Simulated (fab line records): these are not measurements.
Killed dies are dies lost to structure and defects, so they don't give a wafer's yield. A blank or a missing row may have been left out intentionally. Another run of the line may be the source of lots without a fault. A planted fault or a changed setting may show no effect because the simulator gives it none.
A lot that was struck, set against a sound lot    flow nand harc    15 steps out of a route of 1159
Sound: wafers L464.1, L464.3, L464.4. Struck: wafers L473.2, L473.3. (L473.4 of the same lot was not struck and is left out.) The cause comes at the end.
Per side, at each step with rows, come the tool, then ch with its chambers, and then its first start. Under that, the readings that differ: sound wafers    struck wafers    difference of the means    sigmas: that difference in standard deviations of wafers without a fault.
alike: readings whose means differ by less than 2 such deviations, and words and numbers that are the same on both sides. not compared: withheld readings, readings that some wafer has no value for, bounds like >300 that may hide the same value, and numbers for which the record gives no deviation and whose values overlap.
A row with sigmas, a row that says differs or no value, or rows on one side alone: a step with any of these is where the two part. When numbers do not overlap yet have no deviation, they are printed without sigmas and do not part them. Lack of a reading on every wafer of one side parts them only where that side has two or more wafers.

first, 4 steps without rows for these wafers: NHARC_P_BONDPAD_EBR_05; NHARC_P_BONDPAD_EXPOSE_06 (exposes mask P BPAD); NHARC_P_BONDPAD_PEB_07 (peb time 80 s); NHARC_P_BONDPAD_DEVELOP_08 (time 50 s).
NHARC_P_BONDPAD_CD_MEAS_09: the cd target is 500 nm.
  sound on cd sem-01 ch 0, day 7 00:18; struck on cd sem-01 ch 0, day 9 15:35
  alike: cd nm
NHARC_P_BONDPAD_OVL_MEAS_38:
  sound: overlay-01 at day 7 00:23; struck: overlay-01 at day 9 15:41
  alike: overlay x nm, overlay y nm
then, 1 step without rows for these wafers: NHARC_P_BONDPAD_HARDBAKE_10 (time 65 s).
NHARC_P_BONDPAD_DESCUM_11: chemistry O2, time 3 s.
  sound on rie diel-04 ch 0,1,3, day 7 00:31; struck on rie diel-04 ch 1,3, day 9 15:49
reading                 sound  struck  difference  sigmas
rf hours counter h (h)  3 2 2  9 9     +7          
  alike: drypump motor current A, o2 flow sccm, oes product au, rf vpp V, showerhead plenum p Torr, throttle valve pct
NHARC_P_BONDPAD_ETCH_37: etches the open film in N2/H2, target depth 60 nm, overetch 18 nm, time 65.91 s.
  sound on rie diel-04 ch 0,1,3, day 7 00:36; struck on rie diel-04 ch 0,3, day 9 15:54
reading                 sound  struck  difference  sigmas
rf hours counter h (h)  2 2 3  9 9     +7          
  alike: bias w, drypump motor current A, oes product au, rf fwd power W, rf vpp V, run length s, showerhead plenum p Torr, throttle valve pct
NHARC_P_BONDPAD_ETCH_12: etches the open film in CHF3/O2, target depth 200 nm, time 100 s.
  sound: rie diel-04 ch 0,1,2; struck: rie diel-04 ch 0,2
reading                 sound  struck  difference  sigmas
rf hours counter h (h)  2 2 3  10 9    +7          
  alike: bias w, drypump motor current A, o2 flow sccm, oes product au, rf fwd power W, rf vpp V, run length s, showerhead plenum p Torr, throttle valve pct
NHARC_P_BONDPAD_CD_MEAS_13:
  sound: cd sem-03 at day 7 00:50; struck: cd sem-03 at day 9 16:08
  alike: cd nm
NHARC_P_BONDPAD_STRIP_15: strips in O2.
  sound on rie diel-04 ch 1,2,3, day 7 01:24; struck on rie diel-04 ch 0,1, day 9 16:13
reading                 sound  struck  difference  sigmas
rf hours counter h (h)  3 3 2  9 9     +6          
  alike: drypump motor current A, o2 flow sccm, oes product au, rf vpp V, showerhead plenum p Torr, throttle valve pct
NHARC_P_BONDPAD_ETCH_24: etches the open film in CF4/N2, target depth 30 nm, time 72.99 s.
  sound on rie diel-04 ch 0,2,3, day 7 01:34; struck on rie diel-04 ch 0,1, day 9 16:22
  no value came back on the struck wafers for bias w (W), rf fwd power W (W); on the sound wafers bias w (W) reads 100.16 100.16 99.90
reading                 sound           struck     difference  sigmas
rf hours counter h (h)  3 3 3           9 9        +6          
run length s (s)        94.2 94.7 94.5  77.7 77.3  -17.0       -44
  alike: drypump motor current A, oes product au, rf vpp V, showerhead plenum p Torr, throttle valve pct
then, 2 steps without rows for these wafers: NHARC_P_BONDPAD_STRIP_16 (strips in post etch residue remover, time 600 s); NHARC_END_SORT_01.

WHERE THEY PART
At NHARC_P_BONDPAD_ETCH_24 and nowhere else, as far as this record goes.

WHY: what the simulator had put in
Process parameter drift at NHARC_P_BONDPAD_ETCH_24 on rie diel-04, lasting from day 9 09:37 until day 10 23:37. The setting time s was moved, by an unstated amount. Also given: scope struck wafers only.
